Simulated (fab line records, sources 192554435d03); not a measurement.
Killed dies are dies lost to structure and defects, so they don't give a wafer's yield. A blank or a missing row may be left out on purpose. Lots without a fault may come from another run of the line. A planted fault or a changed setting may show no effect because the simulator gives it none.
Which tool did it? | flow n5_finfet | 24 lots, 72 wafers sampled, at 4 steps of a route of 1938

WHAT THE GAUGES READ, wafer by wafer
N5_BEOL_M10_THK_MEAS_01. Usual: M10_ILD_THK 267 nm, standard deviation 4.
lot  | measured     | on            | M10_ILD_THK (nm) | flag
L074 | day 10 06:20 | film_metro-01 | 271 267 272      |
L075 | day 10 12:27 | film_metro-01 | 261 265 268      |
L077 | day 10 16:17 | film_metro-01 | 263 267 267      |
L076 | day 10 19:52 | film_metro-02 | 269 267 273      |
L079 | day 12 01:25 | film_metro-01 | 261 271 266      |
L078 | day 12 02:04 | film_metro-01 | 264 269 264      |
L082 | day 12 08:19 | film_metro-02 | 270 268 279      |
L080 | day 12 11:32 | film_metro-01 | 260 261 269      |
L081 | day 12 11:52 | film_metro-02 | 268 269 266      |
L085 | day 12 20:25 | film_metro-02 | 262 266 271      |
L083 | day 13 00:56 | film_metro-01 | 264 264 272      |
L087 | day 13 05:32 | film_metro-02 | 265 266 269      |
L086 | day 13 08:19 | film_metro-02 | 268 274 266      |
L084 | day 13 08:37 | film_metro-01 | 258 266 262      |
L088 | day 13 19:15 | film_metro-01 | 263 263 267      |
L089 | day 13 21:53 | film_metro-02 | 267 271 271      |
L090 | day 14 14:04 | film_metro-02 | 268 274 267      |
L092 | day 14 23:13 | film_metro-02 | 258 265 265      |
L091 | day 14 23:27 | film_metro-02 | 264 261 266      |
L093 | day 15 08:16 | film_metro-01 | 262 264 264      |
L094 | day 15 16:45 | film_metro-02 | 262 266 267      |
L097 | day 16 02:33 | film_metro-01 | 265 276 274      |
L096 | day 16 07:10 | film_metro-01 | 264 266 272      |
L095 | day 16 07:28 | film_metro-02 | 267 268 269      |

N5_BEOL_M11_CD_MEAS_18: pitch 140 nm, target cd 70 nm. Usual: cd_nm 70.2 nm, standard deviation 0.54.
lot  | measured     | on        | cd_nm (nm)     | flag
L074 | day 10 14:41 | cd_sem-02 | 70.1 69.1 70.0 |
L075 | day 10 22:09 | cd_sem-02 | 69.5 70.1 69.8 |
L077 | day 11 01:41 | cd_sem-01 | 70.3 70.4 70.0 |
L076 | day 11 05:19 | cd_sem-03 | 69.8 70.1 70.2 |
L079 | day 12 11:10 | cd_sem-02 | 69.9 69.6 70.2 |
L078 | day 12 11:17 | cd_sem-01 | 70.3 70.5 70.2 |
L082 | day 12 16:26 | cd_sem-01 | 70.1 69.9 68.9 |
L080 | day 12 18:23 | cd_sem-03 | 70.6 70.7 69.9 |
L081 | day 12 21:29 | cd_sem-02 | 71.3 71.9 70.1 |
L085 | day 13 05:38 | cd_sem-03 | 70.3 69.8 69.7 |
L083 | day 13 12:19 | cd_sem-02 | 71.0 70.3 70.9 |
L087 | day 13 19:11 | cd_sem-02 | 70.2 70.4 70.0 |
L086 | day 13 21:28 | cd_sem-03 | 70.0 69.9 70.2 |
L084 | day 13 23:29 | cd_sem-01 | 70.6 70.6 70.5 |
L088 | day 14 04:09 | cd_sem-01 | 69.0 70.5 69.6 |
L089 | day 14 07:46 | cd_sem-03 | 70.4 70.1 70.0 |
L090 | day 15 04:22 | cd_sem-01 | 70.2 70.7 70.8 |
L092 | day 15 10:09 | cd_sem-02 | 71.6 71.3 70.6 |
L091 | day 15 10:03 | cd_sem-01 | 69.8 70.3 70.9 |
L093 | day 15 19:22 | cd_sem-01 | 70.3 69.8 69.9 |
L094 | day 16 05:53 | cd_sem-02 | 69.5 70.1 70.0 |
L097 | day 16 15:32 | cd_sem-02 | 70.4 70.0 69.7 |
L096 | day 16 19:03 | cd_sem-02 | 70.3 70.6 70.0 |
L095 | day 16 19:19 | cd_sem-01 | 69.5 70.0 69.0 |

WHICH TOOL RAN EACH LOT (tool, then ch and the chambers of the sampled wafers, then the start)
lot  | N5_BEOL_M10_STRIP_77                          | N5_BEOL_M11_HM_OPEN_17
L074 | rie_diel-06 ch 0,1, day 10 14:28 or earlier   | rie_metal-03 ch 0,1, day 10 14:28
L075 | rie_diel-03 ch 1,3, day 10 21:58 or earlier   | rie_metal-01 ch 0,1, day 10 21:58
L077 | rie_diel-06 ch 1,3, day 11 01:30 or earlier   | rie_metal-03 ch 0,1, day 11 01:30
L076 | rie_diel-03 ch 0,1, day 11 05:08 or earlier   | rie_metal-01 ch 0,1, day 11 05:08
L079 | rie_diel-02 ch 0,1,2, day 12 11:01 or earlier | rie_metal-01 ch 0,1, day 12 11:01
L078 | rie_diel-06 ch 1,2,3, day 12 11:06 or earlier | rie_metal-03 ch 0,1, day 12 11:06
L082 | rie_diel-02 ch 0,1,3, day 12 16:15 or earlier | rie_metal-01 ch 0,1, day 12 16:15
L080 | rie_diel-06 ch 0,2,3, day 12 18:11 or earlier | rie_metal-01 ch 0,1, day 12 18:11
L081 | rie_diel-06 ch 1,2, day 12 21:17 or earlier   | rie_metal-01 ch 0,1, day 12 21:17
L085 | rie_diel-06 ch 0,2,3, day 13 05:28 or earlier | rie_metal-01 ch 0,1, day 13 05:28
L083 | rie_diel-02 ch 0,1,2, day 13 12:01 or earlier | rie_metal-03 ch 0,1, day 13 12:01
L087 | rie_diel-02 ch 1,3, day 13 19:01 or earlier   | rie_metal-02 ch 0,1, day 13 19:01
L086 | rie_diel-03 ch 0,2,3, day 13 21:13 or earlier | rie_metal-02 ch 0,1, day 13 21:13
L084 | rie_diel-02 ch 1,2,3, day 13 23:18 or earlier | rie_metal-03 ch 0,1, day 13 23:18
L088 | rie_diel-06 ch 1,2,3, day 14 03:58 or earlier | rie_metal-03 ch 0, day 14 03:58
L089 | rie_diel-06 ch 1,2,3, day 14 07:22 or earlier | rie_metal-01 ch 0, day 14 07:22
L090 | rie_diel-02 ch 0,2,3, day 15 04:12 or earlier | rie_metal-02 ch 0,1, day 15 04:12
L092 | rie_diel-06 ch 0,2,3, day 15 09:58 or earlier | rie_metal-02 ch 0,1, day 15 09:58
L091 | rie_diel-03 ch 0,2,3, day 15 09:52 or earlier | rie_metal-03 ch 0,1, day 15 09:52
L093 | rie_diel-02 ch 0,2,3, day 15 19:06 or earlier | rie_metal-03 ch 0,1, day 15 19:06
L094 | rie_diel-02 ch 1,2,3, day 16 05:42 or earlier | rie_metal-02 ch 0,1, day 16 05:42
L097 | rie_diel-02 ch 0,1,3, day 16 15:22 or earlier | rie_metal-02 ch 0,1, day 16 15:22
L096 | rie_diel-02 ch 0,1,2, day 16 18:52 or earlier | rie_metal-01 ch 0,1, day 16 18:52
L095 | rie_diel-06 ch 1,2,3, day 16 19:08 or earlier | rie_metal-01 ch 0,1, day 16 19:08
- N5_BEOL_M10_STRIP_77: strips in N2/H2, time 10 s.
- N5_BEOL_M11_HM_OPEN_17: chemistry Cl2/BCl3, target TiN, target depth 20 nm, overetch 6 nm.

WHAT THE TOOLS THEMSELVES READ (means of the sampled wafers that have a number; where no wafer has one, the mark that the record gives instead)
N5_BEOL_M10_STRIP_77. Usual: drypump_motor_current_A 5.6 A, standard deviation 0.54; h2_flow_sccm 200.0 sccm, standard deviation 0.61; oes_product_au 0.77 a.u., standard deviation 0.052; rf_vpp_V 59.0 V, standard deviation 0.84; showerhead_plenum_p_Torr 2.50 Torr, standard deviation 0.072; throttle_valve_pct 23.7 %, standard deviation 0.36.
lot  | tool        | drypump_motor_current_A (A) | h2_flow_sccm (sccm) | oes_product_au (a.u.) | rf_vpp_V (V) | showerhead_plenum_p_Torr (Torr) | throttle_valve_pct (%) | flag
L074 | rie_diel-06 | 5.8                         | 199.7               | 0.80                  | 58.3         | 2.45                            | 23.6                   |
L075 | rie_diel-03 | 6.1                         | 200.5               | 0.83                  | 59.0         | 2.56                            | 23.5                   |
L077 | rie_diel-06 | 5.5                         | 200.7               | 0.74                  | 59.4         | 2.46                            | 23.8                   |
L076 | rie_diel-03 | 5.9                         | 199.9               | 0.85                  | 58.8         | 2.61                            | 23.2                   |
L079 | rie_diel-02 | 5.2                         | 200.2               | 0.79                  | 59.9         | 2.49                            | 24.0                   |
L078 | rie_diel-06 | 5.6                         | 199.9               | 0.75                  | 59.1         | 2.47                            | 23.7                   |
L082 | rie_diel-02 | 5.3                         | 199.8               | 0.76                  | 58.9         | 2.54                            | 23.7                   |
L080 | rie_diel-06 | 6.1                         | 200.0               | 0.78                  | 58.7         | 2.49                            | 23.7                   |
L081 | rie_diel-06 | 5.2                         | 200.2               | 0.76                  | 59.3         | 2.43                            | 23.5                   |
L085 | rie_diel-06 | 6.1                         | 200.2               | 0.79                  | 59.2         | 2.49                            | 23.7                   |
L083 | rie_diel-02 | 5.2                         | 200.2               | 0.78                  | 58.6         | 2.48                            | 24.0                   |
L087 | rie_diel-02 | 5.2                         | 199.7               | 0.78                  | 58.9         | 2.52                            | 23.7                   |
L086 | rie_diel-03 | 5.7                         | 200.3               | 0.78                  | 59.7         | 2.58                            | 23.3                   |
L084 | rie_diel-02 | 5.2                         | 200.4               | 0.79                  | 59.4         | 2.52                            | 23.9                   |
L088 | rie_diel-06 | 5.6                         | 199.9               | 0.74                  | 58.6         | 2.46                            | 23.7                   |
L089 | rie_diel-06 | 5.7                         | 199.5               | 0.73                  | 59.4         | 2.46                            | 23.7                   |
L090 | rie_diel-02 | 5.3                         | 200.5               | 0.74                  | 59.5         | 2.53                            | 23.9                   |
L092 | rie_diel-06 | 6.1                         | 200.4               | 0.76                  | 58.8         | 2.48                            | 23.7                   |
L091 | rie_diel-03 | 5.7                         | 199.3               | 0.76                  | 59.5         | 2.57                            | 23.3                   |
L093 | rie_diel-02 | 5.3                         | 200.0               | 0.75                  | 58.5         | 2.53                            | 23.9                   |
L094 | rie_diel-02 | 5.2                         | 200.2               | 0.77                  | 58.9         | 2.51                            | 23.9                   |
L097 | rie_diel-02 | 5.3                         | 200.3               | 0.73                  | 59.5         | 2.53                            | 23.7                   |
L096 | rie_diel-02 | 5.2                         | 200.0               | 0.75                  | 59.9         | 2.47                            | 24.0                   |
L095 | rie_diel-06 | 5.6                         | 200.3               | 0.73                  | 59.2         | 2.46                            | 23.7                   |

N5_BEOL_M11_HM_OPEN_17. Usual: bias_w 126.0 W, standard deviation 0.35; drypump_motor_current_A 5.7 A, standard deviation 0.52; oes_product_au 0.65 a.u., standard deviation 0.078; throttle_valve_pct 22.14 %, standard deviation 0.18.
lot  | tool         | bias_w (W) | drypump_motor_current_A (A) | oes_product_au (a.u.) | throttle_valve_pct (%) | flag
L074 | rie_metal-03 | 126.2      | 5.0                         | 0.63                  | 22.12                  |
L075 | rie_metal-01 | 126.2      | 6.0                         | 0.68                  | 22.17                  |
L077 | rie_metal-03 | 126.0      | 5.0                         | 0.63                  | 22.11                  |
L076 | rie_metal-01 | 125.7      | 6.0                         | 0.68                  | 22.17                  |
L079 | rie_metal-01 | 125.9      | 5.9                         | 0.62                  | 22.27                  |
L078 | rie_metal-03 | 125.9      | 5.5                         | 0.60                  | 21.99                  |
L082 | rie_metal-01 | 125.9      | 5.9                         | 0.61                  | 22.29                  |
L080 | rie_metal-01 | 126.0      | 5.9                         | 0.60                  | 22.28                  |
L081 | rie_metal-01 | 126.0      | 5.9                         | 0.61                  | 22.27                  |
L085 | rie_metal-01 | 126.3      | 5.9                         | 0.61                  | 22.28                  |
L083 | rie_metal-03 | 125.8      | 5.5                         | 0.60                  | 21.98                  |
L087 | rie_metal-02 | 125.9      | 5.9                         | 0.64                  | 22.21                  |
L086 | rie_metal-02 | 126.4      | 5.9                         | 0.64                  | 22.23                  |
L084 | rie_metal-03 | 126.5      | 5.0                         | 0.63                  | 22.13                  |
L088 | rie_metal-03 | 126.0      | 4.6                         | 0.65                  | 22.27                  |
L089 | rie_metal-01 | 125.7      | 6.2                         | 0.72                  | 22.07                  |
L090 | rie_metal-02 | 125.7      | 5.9                         | 0.65                  | 22.22                  |
L092 | rie_metal-02 | 125.9      | 5.9                         | 0.63                  | 22.22                  |
L091 | rie_metal-03 | 125.6      | 5.0                         | 0.62                  | 22.14                  |
L093 | rie_metal-03 | 126.1      | 5.5                         | 0.58                  | 22.00                  |
L094 | rie_metal-02 | 125.9      | 5.8                         | 0.67                  | 22.22                  |
L097 | rie_metal-02 | 126.0      | 5.8                         | 0.66                  | 22.22                  |
L096 | rie_metal-01 | 126.1      | 6.0                         | 0.75                  | 22.00                  |
L095 | rie_metal-01 | 126.1      | 6.0                         | 0.74                  | 22.01                  |

THE ANSWER, worked out from the rows above alone
Rule: a lot is off if the mean of its wafers that have a number lies more than 3 standard deviations from the usual mean. A lot without any number at a reading at which 4 lots or more have one is off too. The other lots that the step has rows for count as sound. The gauges are gone through in route order, then the tools' own readings, and for those a lot's mean is taken as printed above. The first step at which some lot is off is used, and at that step the reading that is off furthest; a lot without a number counts as furthest.
No lot is off at any reading shown: from this, nothing can be told.

WHAT THE SIMULATOR HAD PUT IN
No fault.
